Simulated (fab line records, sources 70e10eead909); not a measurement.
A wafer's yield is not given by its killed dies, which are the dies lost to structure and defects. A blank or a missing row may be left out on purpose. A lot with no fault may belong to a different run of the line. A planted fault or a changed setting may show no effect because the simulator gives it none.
Chamber matching -- flow nand_harc -- 3 sister chambers for NHARC_A_STAIRCASE_DEP_301 on pecvd-01
The step deposits SiON, target thk 30 nm. 3 wafers are shown with their chamber, then 10 later ones without.

WAFERS PAIRED WITH THEIR CHAMBERS
wafer,chamber,showerhead_vpp_V (V)
L085.6,0,1120
L087.2,1,1124
L087.4,2,1171

WAFERS WITHOUT THEIR CHAMBER
wafer,showerhead_vpp_V (V)
L087.5,1103
L091.2,1096
L091.3,1121
L091.6,1169
L092.3,1113
L092.5,1139
L092.6,1113
L096.1,1170
L096.2,1137
L096.6,1114

THE CHAMBER EACH PASSED THROUGH
wafer,from the rows above,in truth
L087.5,can't be placed: 0 or 1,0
L091.2,can't be placed: 0 or 1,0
L091.3,can't be placed: 0 or 1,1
L091.6,2,2
L092.3,can't be placed: 0 or 1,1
L092.5,can't be placed: 1 or 0 or 2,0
L092.6,can't be placed: 0 or 1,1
L096.1,2,2
L096.2,can't be placed: 1 or 0 or 2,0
L096.6,can't be placed: 0 or 1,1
Correct placement for 2 of the 10. Cannot be placed on the basis of these rows: 8; the candidates contain the true chamber in 8. Number placed wrongly: 0.
How it was worked out, from the rows above alone: a wafer's distance from a chamber is the root of the sum, over the readings, of the square of ((its reading less the chamber's mean) divided by the reading's scatter). If the next closest chamber is less than 2 further off than the closest, the wafer can't be placed; otherwise it belongs to the closest. The mean given for a chamber averages the wafers shown for that chamber. The scatter: with one shown wafer a chamber, the root of the mean of the squares of how far each hidden wafer lies from its nearest shown one.
